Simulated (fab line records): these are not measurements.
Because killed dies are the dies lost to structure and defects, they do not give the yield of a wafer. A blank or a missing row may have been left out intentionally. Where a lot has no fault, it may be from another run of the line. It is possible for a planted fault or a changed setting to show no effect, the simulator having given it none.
fab line records	flow n5_finfet
record lots=11	wafers=33	last_day=18
route steps=1938 shown BEOL_M15@1823 PASS1_DEP@1831 MIM_TOP@1836 MIM_TOP_LITHO@1849 PASSIVATION@1936
lots that met no fault: from a run of the same line without faults
start_h: hours from the record's first day to the start of the lot's first wafer shown	wait_h: hours elapsed since this lot's preceding step	" identical to the entry in the row above	L1.1+2: a single row standing in for several wafers	- no value present, or no start provided	* or withheld: withheld	< > ~ a bound
route shown NAME@n: NAME is a module with steps in the file, n the number in the route of the first one	usual: mean/standard deviation of fault-free wafers	same: alike in all rows	chamber/n: place in a boat	sites: readings site by site	_std_site: the standard deviation of these	_edge_site: mean of outer sites minus mean of inner sites	radius_mm: how far each site lies from the wafer's centre	mask NAME#n: copy n	behind: the tool/chamber that last shaped the wafer	hold: what put the lot on hold/how long, in hours/how the hold closed	device: names the non-switching transistor (n, p or np)	end of line: tests of these same wafers at the route's end	a step given without rows: its recipe and nothing more	killed: count of dies lost to structure and defects at first sort (not the wafer's yield)	map: a wafer's dies, x killed, . not, _ none there
set.NAME: setting as actually run; set.NAME@STEP: the setting as run at that earlier step	model.NAME: the simulator's own value behind a step, which no gauge read
route steps across a sampled set of lots; one table per step, one row per wafer
services: the hour from which a tool's chamber was out of use, counted from the record's first day as start_h (under 0 if before that day), plus the number of hours and why
## steps
# step N5_BEOL_M15_ANNEAL_48
# recipe temp_c=225	time_s=90	ambient=N2
# usual wafer_temp_C_max=226.0/0.38
lot.wafer	tool	chamber	start_h	wait_h	wafer_temp_C_max
L570.1	rtp_anneal-02	0	256.44	0.2	225.7
L570.4	"	0	"	"	225.7
L570.5	"	0	"	"	225.5
L571.2	rtp_anneal-02	0	279.78	0.2	226.1
L571.3	"	0	"	"	225.6
L571.6	"	0	"	"	225.8
L575.2	rtp_anneal-02	0	286.11	0.4	225.8
L575.3	"	0	"	"	225.8
L575.4	"	0	"	"	225.8
L574.1	rtp_anneal-02	0	288.71	0.2	225.9
L574.3	"	0	"	"	225.7
L574.5	"	0	"	"	225.9
L577.2	rtp_anneal-01	0	309.83	0.2	226.6
L577.3	"	0	"	"	226.4
L577.6	"	0	"	"	226.6
L579.1	rtp_anneal-01	0	322.86	0.5	226.4
L579.2	"	0	"	"	225.9
L579.5	"	0	"	"	225.9
L584.2	rtp_anneal-02	0	349.56	5.7	225.4
L584.4	"	0	"	"	225.6
L584.6	"	0	"	"	225.8
L587.1	rtp_anneal-01	0	367.78	0.2	226.6
L587.2	"	0	"	"	226.6
L587.4	"	0	"	"	226.5
L588.1	rtp_anneal-02	0	386.16	1.1	225.4
L588.3	"	0	"	"	225.5
L588.4	"	0	"	"	225.7
L591.1	rtp_anneal-01	0	402.07	0.5	226.6
L591.4	"	0	"	"	226.3
L591.5	"	0	"	"	226.5
L592.1	rtp_anneal-01	0	415.81	0.2	226.2
L592.4	"	0	"	"	226.2
L592.6	"	0	"	"	225.4
# step N5_BEOL_M15_THK_MEAS_50
# recipe thk_meas_gauge=xrf	reads=Cu_of_BEOL_M15_ECD_47
# usual M15_THK=853/17
lot.wafer	tool	chamber	start_h	wait_h	M15_THK[nm]
L570.1	film_metro-01	-	257.04	-	871
L570.4	"	-	"	"	843
L570.5	"	-	"	"	860
L571.2	film_metro-01	-	280.33	-	845
L571.3	"	-	"	"	835
L571.6	"	-	"	"	834
L575.2	film_metro-01	-	286.69	0.2	844
L575.3	"	-	"	"	887
L575.4	"	-	"	"	838
L574.1	film_metro-02	-	289.30	-	832
L574.3	"	-	"	"	831
L574.5	"	-	"	"	867
L577.2	film_metro-01	-	310.38	-	835
L577.3	"	-	"	"	829
L577.6	"	-	"	"	819
L579.1	film_metro-01	-	323.45	-	869
L579.2	"	-	"	"	866
L579.5	"	-	"	"	865
L584.2	film_metro-01	-	350.11	-	879
L584.4	"	-	"	"	869
L584.6	"	-	"	"	876
L587.1	film_metro-01	-	368.37	-	898
L587.2	"	-	"	"	870
L587.4	"	-	"	"	852
L588.1	film_metro-01	-	386.75	-	859
L588.3	"	-	"	"	839
L588.4	"	-	"	"	830
L591.1	film_metro-02	-	402.66	-	862
L591.4	"	-	"	"	831
L591.5	"	-	"	"	830
L592.1	film_metro-01	-	416.40	-	851
L592.4	"	-	"	"	849
L592.6	"	-	"	"	842
# step N5_PASSIVATION_PECVD_00
# recipe material=SiO2	target_thk_a=2000	temp_c=400	precursor=SiH4/N2O	pressure_torr=2.7	rf_w=608	time_s=11.2
# usual heater_power_w=739/110	showerhead_plenum_p_Torr=8.13/0.1	showerhead_vpp_V=1568/59	throttle_valve_pct=51.9/1.6
lot.wafer	tool	chamber	start_h	wait_h	heater_power_w	showerhead_plenum_p_Torr	showerhead_vpp_V	throttle_valve_pct
L570.1	pecvd-02	2	258.19	0.8	849	8.14	1436	48.8
L570.4	"	0	"	"	586	8.21	1647	52.0
L570.5	"	2	"	"	846	8.13	1445	48.6
L571.2	pecvd-04	2	281.47	0.7	668	7.96	1521	53.4
L571.3	"	0	"	"	830	8.15	1593	52.8
L571.6	"	2	"	"	713	7.97	1491	53.7
L575.2	pecvd-02	2	287.83	0.7	878	8.14	1454	48.9
L575.3	"	1	"	"	893	8.28	1587	52.0
L575.4	"	0	"	"	693	8.23	1616	52.4
L574.1	pecvd-04	0	290.45	0.8	820	8.13	1626	53.3
L574.3	"	1	"	"	594	8.07	1633	50.3
L574.5	"	1	"	"	606	8.07	1601	50.0
L577.2	pecvd-01	2	311.53	0.7	779	8.25	1565	50.3
L577.3	"	0	"	"	683	8.13	1557	53.1
L577.6	"	0	"	"	686	8.11	1559	53.0
L579.1	pecvd-01	1	324.59	0.8	571	8.03	1542	51.1
L579.2	"	0	"	"	631	8.10	1543	53.0
L579.5	"	2	"	"	808	8.26	1543	50.3
L584.2	pecvd-02	0	351.25	0.7	626	8.22	1634	52.4
L584.4	"	0	"	"	643	8.21	1614	52.3
L584.6	"	1	"	"	737	8.31	1567	51.8
L587.1	pecvd-02	1	369.51	0.8	789	8.30	1626	52.1
L587.2	"	0	"	"	689	8.21	1625	52.4
L587.4	"	0	"	"	680	8.20	1610	52.4
L588.1	pecvd-04	0	387.90	0.8	840	8.15	1597	53.8
L588.3	"	1	"	"	704	8.05	1618	50.9
L588.4	"	1	"	"	698	8.06	1616	50.9
L591.1	pecvd-04	2	403.80	0.8	803	7.96	1526	54.7
L591.4	"	0	"	"	867	8.16	1614	53.8
L591.5	"	1	"	"	627	8.07	1619	51.0
L592.1	pecvd-04	2	417.55	0.8	738	7.96	1517	54.7
L592.4	"	2	"	"	773	7.96	1532	54.8
L592.6	"	0	"	"	899	8.15	1619	53.9
# step N5_MIM_TOP_ALD_02
# recipe material=Al2O3	target_thk_a=*	temp_c=withheld	ald_precursor_family=TMA	ald_co_reactant=O3	pulse_time_s=withheld	purge_time_s=3	co_reactant_purge_time_s=withheld	co_reactant_pulse_time_s=3	ald_cycles=withheld
# usual precursor_pulse_height_rel=1.000/0.018
lot.wafer	tool	chamber	start_h	wait_h	precursor_pulse_height_rel
L570.1	ald_hk-03	3	262	-	0.962
L570.4	"	1	"	"	0.982
L570.5	"	2	"	"	1.016
L571.2	ald_hk-03	3	283	-	1.000
L571.3	"	2	"	"	0.979
L571.6	"	3	"	"	1.002
L575.2	ald_hk-02	0	288	-	1.030
L575.3	"	2	"	"	1.040
L575.4	"	1	"	"	1.015
L574.1	ald_hk-03	0	291	-	1.005
L574.3	"	3	"	"	1.002
L574.5	"	1	"	"	1.027
L577.2	ald_hk-01	0	314	-	1.020
L577.3	"	2	"	"	0.982
L577.6	"	3	"	"	0.963
L579.1	ald_hk-01	1	325	-	1.008
L579.2	"	2	"	"	0.976
L579.5	"	3	"	"	1.030
L584.2	ald_hk-01	3	351	-	0.991
L584.4	"	0	"	"	0.987
L584.6	"	2	"	"	1.001
L587.1	ald_hk-02	2	371	-	0.989
L587.2	"	1	"	"	0.993
L587.4	"	0	"	"	1.017
L588.1	ald_hk-03	1	391	-	0.951
L588.3	"	2	"	"	0.979
L588.4	"	3	"	"	1.004
L591.1	ald_hk-03	2	404	-	1.011
L591.4	"	1	"	"	0.997
L591.5	"	1	"	"	1.004
L592.1	ald_hk-03	3	419	-	0.995
L592.4	"	1	"	"	1.015
L592.6	"	0	"	"	0.998
# step N5_MIM_TOP_LITHO_INSPECT_12
# recipe mode=adi	inspect_instrument=macro
# usual raw_defect_count=2.0/1.4
lot.wafer	tool	chamber	start_h	wait_h	raw_defect_count
L570.1	defect_inspect-01	-	263.09	0.0	3
L570.4	"	-	"	"	2
L570.5	"	-	"	"	1
L571.2	defect_inspect-01	-	284.49	0.0	1
L571.3	"	-	"	"	1
L571.6	"	-	"	"	2
L575.2	defect_inspect-02	-	289.38	0.0	6
L575.3	"	-	"	"	2
L575.4	"	-	"	"	1
L574.1	defect_inspect-01	-	292.51	0.0	0
L574.3	"	-	"	"	1
L574.5	"	-	"	"	0
L577.2	defect_inspect-01	-	315.73	0.0	1
L577.3	"	-	"	"	0
L577.6	"	-	"	"	2
L579.1	defect_inspect-01	-	328.79	0.0	3
L579.2	"	-	"	"	2
L579.5	"	-	"	"	2
L584.2	defect_inspect-02	-	352.51	0.0	5
L584.4	"	-	"	"	>300
L584.6	"	-	"	"	2
L587.1	defect_inspect-02	-	372.30	0.0	2
L587.2	"	-	"	"	4
L587.4	"	-	"	"	2
L588.1	defect_inspect-01	-	393.08	0.0	0
L588.3	"	-	"	"	0
L588.4	"	-	"	"	3
L591.1	defect_inspect-02	-	407.10	0.0	2
L591.4	"	-	"	"	3
L591.5	"	-	"	"	3
L592.1	defect_inspect-01	-	420.04	0.0	0
L592.4	"	-	"	"	3
L592.6	"	-	"	"	6
# step N5_PASSIVATION_PROBE_49
# usual defect_limited_yield=90.9/1.5	killed_at_M0_to_M3=35/10	killed_at_M4_up=14/5.2	killed_at_contacts=13/7.3	killed_at_front_end=42/12	killed_at_other=3.4/2.5	killed_dies=108/18	killed_on_rim=14/4.2	killed_open=70/13	killed_short=35/8	sort_bin_4_leakage=0.00/0.007	sort_bin_5_function=5.4/1	sort_bin_6_memory=3.4/0.71	sort_bin_8_speed=0.00/0.0099	sort_n_pass=1072/18	sort_yield_pct=90.9/1.5
# same gross_dies=1180	killed_at_back_side=0
lot.wafer	tool	chamber	start_h	wait_h	defect_limited_yield[%]	killed_at_M0_to_M3	killed_at_M4_up	killed_at_contacts	killed_at_front_end	killed_at_other	killed_dies	killed_on_rim	killed_open	killed_short	sort_bin_4_leakage[%]	sort_bin_5_function[%]	sort_bin_6_memory[%]	sort_bin_8_speed[%]	sort_n_pass	sort_yield_pct[%]
L570.1	prober-01	-	272.13	0.0	91.6	34	13	16	31	5	99	17	52	43	0	4.5	3.6	0	1081	91.6
L570.4	prober-01	-	272.28	0.2	90.9	43	9	14	39	2	107	20	58	41	0.08	4.7	3.6	0	1072	90.8
L570.5	prober-01	-	272.33	0.2	92.6	27	11	7	34	8	87	8	55	28	0	4.3	2.5	0	1093	92.6
L571.2	prober-01	-	294.16	0.1	92.0	38	13	6	28	9	94	8	58	28	0	4.9	2.5	0	1086	92.0
L571.3	prober-01	-	294.21	0.1	92.2	38	13	18	22	1	92	20	60	28	0	4.5	3.1	0	1088	92.2
L571.6	prober-01	-	294.36	0.3	92.5	32	11	19	25	2	89	11	58	29	0	4.1	2.9	0	1091	92.5
L575.2	prober-01	-	299.93	0.1	92.5	46	9	9	21	3	88	12	45	41	0	4.4	2.5	0	1092	92.5
L575.3	prober-01	-	299.98	0.1	91.3	49	14	10	29	1	103	15	65	38	0	4.7	3.6	0	1077	91.3
L575.4	prober-01	-	300.03	0.2	92.6	48	13	4	20	2	87	5	54	32	0	4.3	2.8	0	1093	92.6
L574.1	prober-02	-	303.40	0.0	92.1	29	11	19	31	3	93	14	57	34	0	4.2	3.5	0	1087	92.1
L574.3	prober-02	-	303.50	0.1	92.0	22	22	9	37	4	94	13	54	36	0	5.4	2.2	0	1086	92.0
L574.5	prober-02	-	303.60	0.2	90.6	24	16	22	45	4	111	10	82	26	0	5.3	3.9	0	1069	90.6
L577.2	prober-02	-	325.42	0.1	91.4	42	11	16	31	2	102	11	57	44	0	4.9	3.5	0	1078	91.4
L577.3	prober-02	-	325.47	0.1	87.8	58	22	26	34	4	144	21	93	47	0	7.9	4.2	0	1036	87.8
L577.6	prober-02	-	325.62	0.3	90.3	42	8	11	46	8	115	11	66	49	0	6.1	3.2	0	1065	90.3
L579.1	prober-01	-	338.34	0.0	89.5	47	23	16	32	6	124	17	88	36	0	6.4	3.7	0	1056	89.5
L579.2	prober-01	-	338.39	0.1	90.8	44	13	11	39	2	109	11	69	39	0	5.5	3.5	0	1071	90.8
L579.5	prober-01	-	338.54	0.2	88.1	39	25	18	58	0	140	11	101	38	0	7.2	4.5	0	1040	88.1
L584.2	prober-02	-	361.47	0.1	93.1	31	10	8	31	1	81	13	61	20	0	3.5	3.2	0	1099	93.1
L584.4	prober-02	-	361.57	0.2	83.1	37	13	10	64	75	199	27	93	36	0	10.0	4.3	0	981	83.1
L584.6	prober-02	-	361.67	0.3	90.7	30	16	18	43	3	110	10	77	32	0	4.9	3.7	0	1070	90.7
L587.1	prober-02	-	381.99	0.0	91.2	33	11	10	44	6	104	20	81	22	0	5.3	3.1	0	1076	91.2
L587.2	prober-02	-	382.04	0.1	92.9	32	10	14	26	2	84	9	58	25	0	4.6	2.5	0	1096	92.9
L587.4	prober-02	-	382.14	0.2	91.4	30	20	10	40	2	102	11	62	38	0	5.3	3.2	0	1078	91.4
L588.1	prober-01	-	405.70	0.0	92.4	19	7	10	47	7	90	12	59	26	0	4.6	2.9	0	1090	92.4
L588.3	prober-01	-	405.80	0.1	93.6	26	11	1	34	3	75	6	45	27	0	3.8	2.5	0	1105	93.6
L588.4	prober-01	-	405.85	0.2	89.8	37	9	10	64	0	120	12	82	32	0	6.8	2.9	0	1060	89.8
L591.1	prober-01	-	417.87	0.0	91.9	27	10	7	49	2	95	12	57	36	0	4.7	3.0	0	1085	91.9
L591.4	prober-01	-	418.02	0.2	92.3	33	11	6	29	12	91	13	51	39	0	4.6	2.8	0	1089	92.3
L591.5	prober-01	-	418.07	0.2	89.7	35	11	22	47	6	121	18	85	36	0	6.2	3.6	0	1059	89.7
L592.1	prober-02	-	429.93	0.0	91.4	33	6	12	47	3	101	11	70	31	0	4.9	3.1	0	1079	91.4
L592.4	prober-02	-	430.08	0.2	90.6	34	12	22	42	1	111	11	72	37	0	5.2	4.0	0.08	1069	90.6
L592.6	prober-02	-	430.18	0.3	88.5	36	17	42	36	5	136	12	94	41	0	7.5	3.8	0	1044	88.5
# killed by level:class
L570.1 BEOL_M0_SAQP:geometric_particle:short=12 MOL_CONTACT_COAG:geometric_particle:open=10 DUMMY_GATE:geometric_particle:open=9 BEOL_M1:geometric_particle:open=6 FIN_SAQP:geometric_particle:short=5 MOL_CONTACT_COAG:geometric_particle:short=5 BEOL_M4:geometric_particle:open=5 STARTING-WAFER:geometric_particle:short=5
L570.4 BEOL_M1:geometric_particle:open=12 MOL_CONTACT_COAG:geometric_particle:open=11 BEOL_M0_SAQP:geometric_particle:short=10 FIN_SAQP:geometric_particle:short=9 BEOL_M1:geometric_particle:short=7 BEOL_M0_SAQP:geometric_particle:open=6 BEOL_M2:geometric_particle:open=5 HKMG_FIN:area_etch=5
L570.5 GATE_CUT:geometric_particle:open=9 BEOL_M0_SAQP:geometric_particle:open=7 BEOL_M0:geometric_particle:open=7 GATE_CUT:geometric_particle:short=6 MOL_CONTACT_COAG:geometric_particle:open=6 STI_FIN_REVEAL:geometric_particle:open=5 BEOL_M0_SAQP:geometric_particle:short=3 BEOL_M1:geometric_particle:open=3
L571.2 BEOL_M0_SAQP:geometric_particle:open=9 STI_FIN_REVEAL:geometric_particle:open=7 BEOL_M3:geometric_particle:open=6 PASS1_CAP:geometric_particle:short=6 FIN_SAQP:geometric_particle:open=5 MOL_CONTACT_COAG:geometric_particle:open=5 BEOL_M0:geometric_particle:open=5 BEOL_M1:geometric_particle:open=4
L571.3 MOL_CONTACT_COAG:geometric_particle:open=13 BEOL_M1:geometric_particle:open=9 FIN_SAQP:geometric_particle:open=6 BEOL_M1:geometric_particle:short=5 BEOL_M3:geometric_particle:open=5 MOL_CONTACT_COAG:geometric_particle:short=4 BEOL_M0_SAQP:geometric_particle:short=4 BEOL_M0:geometric_particle:open=4
L571.6 MOL_CONTACT_COAG:geometric_particle:open=17 BEOL_M3:geometric_particle:open=11 FIN_SAQP:geometric_particle:open=9 BEOL_M1:geometric_particle:open=5 BEOL_M0_SAQP:geometric_particle:short=4 BEOL_M1:geometric_particle:short=4 BEOL_M4:geometric_particle:open=4 FIN_SAQP:geometric_particle:short=3
L575.2 BEOL_M0_SAQP:geometric_particle:short=16 BEOL_M0_SAQP:geometric_particle:open=11 FIN_SAQP:geometric_particle:short=6 MOL_CONTACT_COAG:geometric_particle:open=6 BEOL_M3:geometric_particle:open=6 FIN_SAQP:geometric_particle:open=3 STI_FIN_REVEAL:geometric_particle:open=3 BEOL_M4:geometric_particle:open=3
L575.3 BEOL_M0_SAQP:geometric_particle:open=15 BEOL_M0_SAQP:geometric_particle:short=12 BEOL_M2:geometric_particle:open=11 BEOL_M5:geometric_particle:open=7 STI_FIN_REVEAL:geometric_particle:open=6 MOL_CONTACT_COAG:geometric_particle:short=5 MOL_CONTACT_COAG:geometric_particle:open=5 FIN_SAQP:geometric_particle:short=4
L575.4 BEOL_M0_SAQP:geometric_particle:short=13 BEOL_M0_SAQP:geometric_particle:open=10 BEOL_M4:geometric_particle:open=7 BEOL_M1:geometric_particle:open=6 BEOL_M3:geometric_particle:open=6 STARTING-WAFER:geometric_particle:open=6 BEOL_M3:geometric_particle:short=5 DUMMY_GATE:geometric_particle:open=4
L574.1 MOL_CONTACT_COAG:geometric_particle:open=16 FIN_SAQP:geometric_particle:open=9 BEOL_M0_SAQP:geometric_particle:short=9 FIN_SAQP:geometric_particle:short=7 STI_FIN_REVEAL:geometric_particle:open=5 BEOL_M2:geometric_particle:open=5 GATE_CUT:geometric_particle:short=4 BEOL_M0_SAQP:geometric_particle:open=4
L574.3 STI_FIN_REVEAL:geometric_particle:open=12 BEOL_M0_SAQP:geometric_particle:short=8 BEOL_M4:geometric_particle:open=6 BEOL_M5:geometric_particle:short=6 MOL_CONTACT_COAG:geometric_particle:open=6 BEOL_M0_SAQP:geometric_particle:open=6 FIN_SAQP:geometric_particle:open=4 FIN_SAQP:geometric_particle:short=4
L574.5 MOL_CONTACT_COAG:geometric_particle:open=20 FIN_SAQP:geometric_particle:open=15 STI_FIN_REVEAL:geometric_particle:open=13 BEOL_M0_SAQP:geometric_particle:open=9 FIN_SAQP:geometric_particle:short=5 BEOL_M0_SAQP:geometric_particle:short=4 BEOL_M1:geometric_particle:short=4 BEOL_M5:geometric_particle:open=4
L577.2 FIN_SAQP:geometric_particle:short=17 MOL_CONTACT_COAG:geometric_particle:open=12 BEOL_M0_SAQP:geometric_particle:open=12 BEOL_M0_SAQP:geometric_particle:short=9 FIN_SAQP:geometric_particle:open=7 BEOL_M1:geometric_particle:open=6 BEOL_M4:geometric_particle:open=6 BEOL_M2:geometric_particle:open=5
L577.3 MOL_CONTACT_COAG:geometric_particle:open=19 FIN_SAQP:geometric_particle:short=13 BEOL_M1:geometric_particle:open=13 BEOL_M4:geometric_particle:open=10 BEOL_M0_SAQP:geometric_particle:short=9 BEOL_M0_SAQP:geometric_particle:open=8 BEOL_M3:geometric_particle:open=8 MOL_CONTACT_COAG:geometric_particle:short=7
L577.6 FIN_SAQP:geometric_particle:short=14 FIN_SAQP:geometric_particle:open=11 BEOL_M0_SAQP:geometric_particle:short=11 BEOL_M3:geometric_particle:open=10 MOL_CONTACT_COAG:geometric_particle:open=8 BEOL_M0_SAQP:geometric_particle:open=6 BEOL_M1:geometric_particle:open=5 BEOL_M5:geometric_particle:open=4
L579.1 FIN_SAQP:geometric_particle:open=13 MOL_CONTACT_COAG:geometric_particle:open=13 BEOL_M2:geometric_particle:short=9 BEOL_M5:geometric_particle:open=8 BEOL_M0_SAQP:geometric_particle:open=8 BEOL_M2:geometric_particle:open=8 BEOL_M1:geometric_particle:open=7 BEOL_M0_SAQP:geometric_particle:short=7
L579.2 FIN_SAQP:geometric_particle:open=12 MOL_CONTACT_COAG:geometric_particle:open=9 BEOL_M3:geometric_particle:open=8 FIN_SAQP:geometric_particle:short=6 BEOL_M0_SAQP:geometric_particle:open=6 BEOL_M0_SAQP:geometric_particle:short=6 BEOL_M3:geometric_particle:short=6 BEOL_M4:geometric_particle:open=6
L579.5 FIN_SAQP:geometric_particle:open=23 FIN_SAQP:geometric_particle:short=15 BEOL_M4:geometric_particle:open=14 MOL_CONTACT_COAG:geometric_particle:open=14 BEOL_M2:geometric_particle:open=9 BEOL_M3:geometric_particle:open=9 BEOL_M0_SAQP:geometric_particle:short=8 STI_FIN_REVEAL:geometric_particle:open=7
L584.2 BEOL_M2:geometric_particle:open=15 FIN_SAQP:geometric_particle:short=6 STI_FIN_REVEAL:geometric_particle:open=6 MOL_CONTACT_COAG:geometric_particle:open=6 FIN_SAQP:geometric_particle:open=5 BEOL_M3:geometric_particle:open=5 STARTING-WAFER:geometric_particle:open=4 BEOL_M4:geometric_particle:open=4
L584.4 MIM_TOP:unspecified=69 FIN_SAQP:geometric_particle:open=15 BEOL_M0_SAQP:geometric_particle:open=13 BEOL_M0_SAQP:geometric_particle:short=11 STI_FIN_REVEAL:geometric_particle:open=10 FIN_SAQP:geometric_particle:short=9 MOL_CONTACT_COAG:geometric_particle:open=9 DUMMY_GATE:geometric_particle:open=9
L584.6 STI_FIN_REVEAL:geometric_particle:open=13 MOL_CONTACT_COAG:geometric_particle:open=13 BEOL_M0_SAQP:geometric_particle:open=10 FIN_SAQP:geometric_particle:open=9 BEOL_M4:geometric_particle:open=8 FIN_SAQP:geometric_particle:short=6 BEOL_M0_SAQP:geometric_particle:short=6 MOL_CONTACT_COAG:geometric_particle:short=5
L587.1 FIN_SAQP:geometric_particle:open=10 MOL_CONTACT_COAG:geometric_particle:open=10 BEOL_M1:geometric_particle:open=9 STI_FIN_REVEAL:geometric_particle:open=8 DUMMY_GATE:geometric_particle:open=6 GATE_CUT:geometric_particle:short=6 BEOL_M0_SAQP:geometric_particle:open=6 BEOL_M2:geometric_particle:open=5
L587.2 MOL_CONTACT_COAG:geometric_particle:open=11 BEOL_M2:geometric_particle:open=8 BEOL_M3:geometric_particle:open=7 FIN_SAQP:geometric_particle:short=5 GATE_CUT:geometric_particle:open=5 BEOL_M0:geometric_particle:open=5 BEOL_M4:geometric_particle:open=5 BEOL_M1:geometric_particle:open=4
L587.4 MOL_CONTACT_COAG:geometric_particle:open=8 GATE_CUT:geometric_particle:short=7 BEOL_M5:geometric_particle:open=6 FIN_SAQP:geometric_particle:short=5 STI_FIN_REVEAL:geometric_particle:open=5 DUMMY_GATE:geometric_particle:open=5 STARTING-WAFER:geometric_particle:short=5 BEOL_M1:geometric_particle:open=4
L588.1 DUMMY_GATE:geometric_particle:open=10 STI_FIN_REVEAL:geometric_particle:open=8 BEOL_M3:geometric_particle:open=7 FIN_SAQP:geometric_particle:open=6 MOL_CONTACT_COAG:geometric_particle:open=6 GATE_CUT:geometric_particle:short=5 MOL_CONTACT_COAG:geometric_particle:short=4 STARTING-WAFER:geometric_particle:short=4
L588.3 FIN_SAQP:geometric_particle:open=12 FIN_SAQP:geometric_particle:short=9 BEOL_M2:geometric_particle:open=7 BEOL_M1:geometric_particle:short=5 BEOL_M3:geometric_particle:open=5 BEOL_M4:geometric_particle:open=5 BEOL_M1:geometric_particle:open=3 STARTING-WAFER:geometric_particle:short=3
L588.4 BEOL_M3:geometric_particle:open=13 DUMMY_GATE:geometric_particle:open=11 FIN_SAQP:geometric_particle:short=10 FIN_SAQP:geometric_particle:open=10 MOL_CONTACT_COAG:geometric_particle:open=8 BEOL_M2:geometric_particle:open=7 GATE_CUT:geometric_particle:open=6 FIN_CUT:geometric_particle:open=5
L591.1 FIN_SAQP:geometric_particle:open=17 FIN_SAQP:geometric_particle:short=13 BEOL_M0_SAQP:geometric_particle:short=6 MOL_CONTACT_COAG:geometric_particle:open=6 BEOL_M2:geometric_particle:open=5 BEOL_M4:geometric_particle:open=5 GATE_CUT:geometric_particle:short=4 BEOL_M0_SAQP:geometric_particle:open=4
L591.4 FIN_SAQP:geometric_particle:short=10 BEOL_M2:geometric_particle:open=7 BEOL_M0:geometric_particle:open=6 FIN_SAQP:geometric_particle:open=5 MOL_CONTACT_COAG:geometric_particle:open=5 BEOL_M0_SAQP:geometric_particle:short=5 BEOL_M0_SAQP:geometric_particle:open=4 BEOL_M4:geometric_particle:open=4
L591.5 FIN_SAQP:geometric_particle:open=17 MOL_CONTACT_COAG:geometric_particle:open=15 FIN_SAQP:geometric_particle:short=13 STI_FIN_REVEAL:geometric_particle:open=9 BEOL_M2:geometric_particle:open=9 BEOL_M0_SAQP:geometric_particle:open=8 MOL_CONTACT_COAG:geometric_particle:short=7 BEOL_M4:geometric_particle:open=7
L592.1 STI_FIN_REVEAL:geometric_particle:open=16 BEOL_M0_SAQP:geometric_particle:open=11 BEOL_M0_SAQP:geometric_particle:short=11 MOL_CONTACT_COAG:geometric_particle:open=10 FIN_SAQP:geometric_particle:open=9 BEOL_M3:geometric_particle:open=5 STARTING-WAFER:geometric_particle:open=4 FIN_SAQP:geometric_particle:short=3
L592.4 MOL_CONTACT_COAG:geometric_particle:open=21 FIN_SAQP:geometric_particle:open=10 STI_FIN_REVEAL:geometric_particle:open=10 BEOL_M0_SAQP:geometric_particle:short=9 BEOL_M0:geometric_particle:open=7 BEOL_M0_SAQP:geometric_particle:open=4 STARTING-WAFER:geometric_particle:short=4 FIN_SAQP:geometric_particle:short=3
L592.6 MOL_CONTACT_COAG:geometric_particle:open=38 STI_FIN_REVEAL:geometric_particle:open=13 BEOL_M0_SAQP:geometric_particle:short=11 BEOL_M0_SAQP:geometric_particle:open=8 FIN_SAQP:geometric_particle:open=6 BEOL_M2:geometric_particle:open=5 BEOL_M4:geometric_particle:open=5 FIN_SAQP:geometric_particle:short=4
## services
tool	chamber	start_h	hours	kind
pecvd-02	1	234.64	2.1	scheduled_down
pecvd-01	0	270.45	-	calibration
ald_hk-01	-	276.37	8.7	pm
pecvd-01	-	294.03	5.5	pm
ald_hk-03	-	332.00	2.2	repair
pecvd-01	0	336.36	2.1	scheduled_down
rtp_anneal-02	-	339.43	9.0	pm
ald_hk-02	-	340.84	14.6	pm
pecvd-01	-	343.79	2.8	pm
pecvd-01	1	357.02	16.5	scheduled_down
pecvd-02	-	367.90	1.0	repair
ald_hk-01	-	372.65	1.7	repair
pecvd-01	2	392.07	15.7	repair
pecvd-01	1	401.79	7.0	repair
pecvd-02	2	406.61	2.1	scheduled_down
## key
first_sign step=N5_MIM_TOP_LITHO_INSPECT_12	reading=raw_defect_count	direction=up	sigmas=99+	usual=2.0	struck=>300
effect step=N5_PASSIVATION_PROBE_49	reading=killed_at_other	direction=up	sigmas=29	usual=3.4	struck=75
more_kills_born_at N5_MIM_TOP_ALD_02@ald_hk-01=69
met_at N5_MIM_TOP_ALD_02
struck_lots L584
struck_wafers L584.4
not_acting_at N5_BEOL_M15_ANNEAL_48,N5_BEOL_M15_THK_MEAS_50,N5_PASSIVATION_PECVD_00
onset_between 314 351
fault kind=chamber_particle_source	tool=ald_hk-01	chamber=0	onset_h=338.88	steps=N5_MIM_TOP_ALD_02	rate_per_visit_cm2=1.7081
